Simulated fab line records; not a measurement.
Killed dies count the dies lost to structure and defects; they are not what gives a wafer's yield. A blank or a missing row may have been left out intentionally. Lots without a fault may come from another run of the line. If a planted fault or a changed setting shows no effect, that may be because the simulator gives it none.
Which of the tools did it? :: flow nandHarc :: 36 wafers from 12 lots sampled at 5 of the route's 1159 steps

WHAT THE GAUGES READ, wafer by wafer
NHARC_END_SORT_01. Usual: killedAtArray 31, standard deviation 11; killedAtOther 0.5, standard deviation 0.78; killedAtPeriphery 3.0, standard deviation 2; killedDies 34, standard deviation 12; killedOpen 3.2, standard deviation 2; killedShort 1.9, standard deviation 1.6.
lot: L694
measured: day 19 13:40
on: prober-01
killedAtArray: 39 34 31
killedAtOther: 1 0 0
killedAtPeriphery: 4 7 1
killedDies: 44 41 32
killedOpen: 8 7 3
killedShort: 2 0 1
flag: 

lot: L693
measured: day 19 21:25
on: prober-02
killedAtArray: 15 18 24
killedAtOther: 0 0 3
killedAtPeriphery: 2 4 4
killedDies: 17 22 31
killedOpen: 1 3 4
killedShort: 2 3 1
flag: 

lot: L695
measured: day 20 05:58
on: prober-02
killedAtArray: 35 30 41
killedAtOther: 0 0 1
killedAtPeriphery: 2 6 3
killedDies: 37 36 45
killedOpen: 2 0 4
killedShort: 1 2 4
flag: 

lot: L698
measured: day 21 01:28
on: prober-02
killedAtArray: 24 23 32
killedAtOther: 1 2 1
killedAtPeriphery: 3 1 4
killedDies: 28 26 37
killedOpen: 2 2 7
killedShort: 3 1 3
flag: 

lot: L702
measured: day 21 10:03
on: prober-02
killedAtArray: 20 11 14
killedAtOther: 0 1 0
killedAtPeriphery: 1 1 1
killedDies: 21 13 15
killedOpen: 5 3 0
killedShort: 0 1 3
flag: 

lot: L701
measured: day 21 17:05
on: prober-02
killedAtArray: 43 38 51
killedAtOther: 1 1 0
killedAtPeriphery: 2 0 4
killedDies: 46 39 55
killedOpen: 0 2 4
killedShort: 2 1 4
flag: 

lot: L700
measured: day 21 11:05
on: prober-01
killedAtArray: 28 44 46
killedAtOther: 0 0 3
killedAtPeriphery: 2 2 4
killedDies: 30 46 53
killedOpen: 1 6 4
killedShort: 1 1 2
flag: 

lot: L705
measured: day 22 06:01
on: prober-01
killedAtArray: 13 20 17
killedAtOther: 0 1 1
killedAtPeriphery: 4 3 4
killedDies: 17 24 22
killedOpen: 3 3 3
killedShort: 3 7 0
flag: 

lot: L709
measured: day 24 05:12
on: prober-02
killedAtArray: 674 28 31
killedAtOther: 0 1 1
killedAtPeriphery: 3 0 1
killedDies: 677 29 33
killedOpen: 2 1 4
killedShort: 2 1 3
flag: OFF

lot: L713
measured: day 24 22:20
on: prober-02
killedAtArray: 24 674 34
killedAtOther: 0 0 0
killedAtPeriphery: 3 3 2
killedDies: 27 677 36
killedOpen: 3 3 2
killedShort: 1 3 2
flag: OFF

lot: L714
measured: day 24 18:47
on: prober-01
killedAtArray: 50 45 55
killedAtOther: 1 0 1
killedAtPeriphery: 7 3 7
killedDies: 58 48 63
killedOpen: 2 1 7
killedShort: 1 2 2
flag: 

lot: L716
measured: day 25 03:30
on: prober-01
killedAtArray: 22 21 15
killedAtOther: 0 1 0
killedAtPeriphery: 0 1 1
killedDies: 22 23 16
killedOpen: 2 3 3
killedShort: 3 2 1
flag: 

WHAT TOOL EACH LOT RAN ON (gives the tool, then ch and the chambers of the sampled wafers, and finally the start)
lot: L694
NHARC_A_CONTACT_ETCH_116: harCapEtch-02 ch 0,1, day 16 04:30
NHARC_A_CONTACT_ETCH_120: harCapEtch-02 ch 0,1, day 16 04:52
NHARC_A_CONTACT_ETCH_123: harCapEtch-02 ch 0,1, day 16 05:11
NHARC_A_CONTACT_ETCH_102: rieDiel-03 ch 0,1,3, day 16 06:20

lot: L693
NHARC_A_CONTACT_ETCH_116: harCapEtch-01 ch 0,1, day 16 08:53
NHARC_A_CONTACT_ETCH_120: harCapEtch-01 ch 0,1, day 16 09:16
NHARC_A_CONTACT_ETCH_123: harCapEtch-01 ch 0,1, day 16 09:34
NHARC_A_CONTACT_ETCH_102: rieDiel-03 ch 1,2, day 16 10:37

lot: L695
NHARC_A_CONTACT_ETCH_116: harCapEtch-02 ch 0,1, day 16 11:26
NHARC_A_CONTACT_ETCH_120: harCapEtch-02 ch 0,1, day 16 11:47
NHARC_A_CONTACT_ETCH_123: harCapEtch-02 ch 0,1, day 16 12:06
NHARC_A_CONTACT_ETCH_102: rieDiel-04 ch 2,3, day 16 13:25

lot: L698
NHARC_A_CONTACT_ETCH_116: harCapEtch-02 ch 0,1, day 18 01:23
NHARC_A_CONTACT_ETCH_120: harCapEtch-02 ch 0,1, day 18 01:45
NHARC_A_CONTACT_ETCH_123: harCapEtch-02 ch 0,1, day 18 02:01
NHARC_A_CONTACT_ETCH_102: rieDiel-03 ch 0,2,3, day 18 03:08

lot: L702
NHARC_A_CONTACT_ETCH_116: harCapEtch-01 ch 0,1, day 18 05:40
NHARC_A_CONTACT_ETCH_120: harCapEtch-01 ch 0,1, day 18 06:02
NHARC_A_CONTACT_ETCH_123: harCapEtch-01 ch 0,1, day 18 06:20
NHARC_A_CONTACT_ETCH_102: rieDiel-03 ch 0,1,2, day 18 07:25

lot: L701
NHARC_A_CONTACT_ETCH_116: harCapEtch-03 ch 0,1, day 18 07:23
NHARC_A_CONTACT_ETCH_120: harCapEtch-03 ch 0,1, day 18 07:45
NHARC_A_CONTACT_ETCH_123: harCapEtch-03 ch 0,1, day 18 08:02
NHARC_A_CONTACT_ETCH_102: rieDiel-03 ch 0,1,3, day 18 09:09

lot: L700
NHARC_A_CONTACT_ETCH_116: harCapEtch-03 ch 0,1, day 18 11:49
NHARC_A_CONTACT_ETCH_120: harCapEtch-03 ch 0,1, day 18 12:11
NHARC_A_CONTACT_ETCH_123: harCapEtch-03 ch 0,1, day 18 12:32
NHARC_A_CONTACT_ETCH_102: rieDiel-03 ch 0,2, day 18 13:32

lot: L705
NHARC_A_CONTACT_ETCH_116: harCapEtch-02 ch 1, day 19 07:51
NHARC_A_CONTACT_ETCH_120: harCapEtch-02 ch 1, day 19 08:13
NHARC_A_CONTACT_ETCH_123: harCapEtch-02 ch 1, day 19 08:31
NHARC_A_CONTACT_ETCH_102: rieDiel-01 ch 1,3, day 19 09:43

lot: L709
NHARC_A_CONTACT_ETCH_116: harCapEtch-01 ch 0,1, day 20 20:41
NHARC_A_CONTACT_ETCH_120: harCapEtch-01 ch 0,1, day 20 21:02
NHARC_A_CONTACT_ETCH_123: harCapEtch-01 ch 0,1, day 20 21:19
NHARC_A_CONTACT_ETCH_102: rieDiel-03 ch 0,1,3, day 20 22:36

lot: L713
NHARC_A_CONTACT_ETCH_116: harCapEtch-03 ch 0,1, day 21 12:06
NHARC_A_CONTACT_ETCH_120: harCapEtch-03 ch 0,1, day 21 12:28
NHARC_A_CONTACT_ETCH_123: harCapEtch-03 ch 0,1, day 21 12:52
NHARC_A_CONTACT_ETCH_102: rieDiel-03 ch 0,1, day 21 13:52

lot: L714
NHARC_A_CONTACT_ETCH_116: harCapEtch-03 ch 0,1, day 21 19:00
NHARC_A_CONTACT_ETCH_120: harCapEtch-03 ch 0,1, day 21 19:22
NHARC_A_CONTACT_ETCH_123: harCapEtch-03 ch 0,1, day 21 19:40
NHARC_A_CONTACT_ETCH_102: rieDiel-04 ch 1,2, day 21 20:55

lot: L716
NHARC_A_CONTACT_ETCH_116: harCapEtch-01 ch 0,1, day 22 05:18
NHARC_A_CONTACT_ETCH_120: harCapEtch-01 ch 0,1, day 22 05:40
NHARC_A_CONTACT_ETCH_123: harCapEtch-01 ch 0,1, day 22 06:01
NHARC_A_CONTACT_ETCH_102: rieDiel-01 ch 0,2,3, day 22 07:01
- NHARC_A_CONTACT_ETCH_116: etches the open film in C4F8/O2/Ar, time 94 s, target depth 922 nm.
- NHARC_A_CONTACT_ETCH_120: etches the open film in C4F8/O2/Ar, time 94 s, target depth 922 nm.
- NHARC_A_CONTACT_ETCH_123: etches the open film in C4F8/O2/Ar, time 253 s, target depth 1090 nm.
- NHARC_A_CONTACT_ETCH_102: etches the open film in CF4/O2, target depth 70 nm, overetch 7 nm, time 38.5 s.

WHAT THE TOOLS THEMSELVES READ (means of the sampled wafers that have a number; where no wafer has one, the mark that the record gives instead)
NHARC_A_CONTACT_ETCH_123. Usual: runLengthS 284.1 s, standard deviation 0.52.
lot: L694
tool: harCapEtch-02
runLengthS (s): 283.4
flag: 

lot: L693
tool: harCapEtch-01
runLengthS (s): 285.0
flag: 

lot: L695
tool: harCapEtch-02
runLengthS (s): 283.6
flag: 

lot: L698
tool: harCapEtch-02
runLengthS (s): 283.7
flag: 

lot: L702
tool: harCapEtch-01
runLengthS (s): 284.3
flag: 

lot: L701
tool: harCapEtch-03
runLengthS (s): 284.0
flag: 

lot: L700
tool: harCapEtch-03
runLengthS (s): 284.0
flag: 

lot: L705
tool: harCapEtch-02
runLengthS (s): 283.4
flag: 

lot: L709
tool: harCapEtch-01
runLengthS (s): 284.5
flag: 

lot: L713
tool: harCapEtch-03
runLengthS (s): 283.9
flag: 

lot: L714
tool: harCapEtch-03
runLengthS (s): 283.9
flag: 

lot: L716
tool: harCapEtch-01
runLengthS (s): 284.7
flag: 

NHARC_A_CONTACT_ETCH_102. Usual: drypumpMotorCurrentA 5.5 A (standard deviation 0.4); mfcArSccm 0.011 sccm (standard deviation 0.013); oesProductAu 0.994 a.u. (standard deviation 0.015); rfVppV 197.4 V (standard deviation 1.3); runLengthS 60.0 s (standard deviation 0.45); showerheadPlenumPTorr 1.32 Torr (standard deviation 0.054); throttleValvePct 13.397 % (standard deviation 0.01).
lot: L694
tool: rieDiel-03
drypumpMotorCurrentA (A): 5.4
mfcArSccm (sccm): 0.000
oesProductAu (a.u.): 0.992
rfVppV (V): 196.7
runLengthS (s): 60.4
showerheadPlenumPTorr (Torr): 1.31
throttleValvePct (%): 13.398
flag: 

lot: L693
tool: rieDiel-03
drypumpMotorCurrentA (A): 5.7
mfcArSccm (sccm): 0.010
oesProductAu (a.u.): 0.982
rfVppV (V): 198.2
runLengthS (s): 60.1
showerheadPlenumPTorr (Torr): 1.33
throttleValvePct (%): 13.389
flag: 

lot: L695
tool: rieDiel-04
drypumpMotorCurrentA (A): 5.5
mfcArSccm (sccm): 0.009
oesProductAu (a.u.): 0.990
rfVppV (V): 197.6
runLengthS (s): 59.6
showerheadPlenumPTorr (Torr): 1.33
throttleValvePct (%): 13.385
flag: 

lot: L698
tool: rieDiel-03
drypumpMotorCurrentA (A): 5.7
mfcArSccm (sccm): 0.010
oesProductAu (a.u.): 0.996
rfVppV (V): 196.1
runLengthS (s): 60.0
showerheadPlenumPTorr (Torr): 1.27
throttleValvePct (%): 13.394
flag: 

lot: L702
tool: rieDiel-03
drypumpMotorCurrentA (A): 5.6
mfcArSccm (sccm): 0.010
oesProductAu (a.u.): 0.998
rfVppV (V): 197.3
runLengthS (s): 60.0
showerheadPlenumPTorr (Torr): 1.30
throttleValvePct (%): 13.407
flag: 

lot: L701
tool: rieDiel-03
drypumpMotorCurrentA (A): 5.4
mfcArSccm (sccm): 0.000
oesProductAu (a.u.): 0.989
rfVppV (V): 197.2
runLengthS (s): 60.3
showerheadPlenumPTorr (Torr): 1.31
throttleValvePct (%): 13.393
flag: 

lot: L700
tool: rieDiel-03
drypumpMotorCurrentA (A): 5.8
mfcArSccm (sccm): 0.020
oesProductAu (a.u.): 1.007
rfVppV (V): 195.7
runLengthS (s): 59.7
showerheadPlenumPTorr (Torr): 1.26
throttleValvePct (%): 13.394
flag: 

lot: L705
tool: rieDiel-01
drypumpMotorCurrentA (A): 5.2
mfcArSccm (sccm): 0.023
oesProductAu (a.u.): 1.006
rfVppV (V): 197.8
runLengthS (s): 59.9
showerheadPlenumPTorr (Torr): 1.36
throttleValvePct (%): 13.413
flag: 

lot: L709
tool: rieDiel-03
drypumpMotorCurrentA (A): 5.4
mfcArSccm (sccm): 0.000
oesProductAu (a.u.): 0.982
rfVppV (V): 197.2
runLengthS (s): 58.2
showerheadPlenumPTorr (Torr): 1.31
throttleValvePct (%): 13.394
flag: OFF

lot: L713
tool: rieDiel-03
drypumpMotorCurrentA (A): 5.3
mfcArSccm (sccm): 0.000
oesProductAu (a.u.): 0.992
rfVppV (V): 198.2
runLengthS (s): 58.3
showerheadPlenumPTorr (Torr): 1.34
throttleValvePct (%): 13.397
flag: OFF

lot: L714
tool: rieDiel-04
drypumpMotorCurrentA (A): 5.8
mfcArSccm (sccm): 0.026
oesProductAu (a.u.): 0.996
rfVppV (V): 197.8
runLengthS (s): 59.7
showerheadPlenumPTorr (Torr): 1.32
throttleValvePct (%): 13.393
flag: 

lot: L716
tool: rieDiel-01
drypumpMotorCurrentA (A): 5.7
mfcArSccm (sccm): 0.010
oesProductAu (a.u.): 0.992
rfVppV (V): 197.5
runLengthS (s): 60.1
showerheadPlenumPTorr (Torr): 1.32
throttleValvePct (%): 13.395
flag: 

THE ANSWER, worked out from the rows above alone
Rule: take the mean of a lot's wafers that have a number; if it is more than 3 standard deviations from the usual mean, the lot is off. Also off: a lot with no number at a reading for which 4 or more lots have one. Any other lot the step has rows for is counted as sound. The gauges are gone through in route order, then the tools' own readings, and for those a lot's mean is taken as printed above. At the first step where some lot is off, the reading lying furthest off is the one used; lots without a number count as furthest.
Off, at NHARC_END_SORT_01 on killedAtArray: L709, L713.
A tool fits if, at a process step before that reading, it ran every lot that is off, and no sound lot after the first of them. The gauges at NHARC_END_SORT_01 aren't tried: what is off there is off at NHARC_A_CONTACT_ETCH_102 too, on other tools, and a gauge's error can't cause that. One fits: NHARC_A_CONTACT_ETCH_102 on rieDiel-03. Its last sound lot is L700 (day 18 13:32), its first lot that is off L709 (day 20 22:36): a fault that began between those two fits.
The tool's own readings at NHARC_A_CONTACT_ETCH_102 bear it out: on the lots that are off they differ by more than 5 times the standard deviation of the sound lots' means. runLengthS reads 58.2 s there against 60.0 s on the sound lots.

WHAT HAD BEEN PUT IN BY THE SIMULATOR
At NHARC_A_CONTACT_ETCH_102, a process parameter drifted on rieDiel-03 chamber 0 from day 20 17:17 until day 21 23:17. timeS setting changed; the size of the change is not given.
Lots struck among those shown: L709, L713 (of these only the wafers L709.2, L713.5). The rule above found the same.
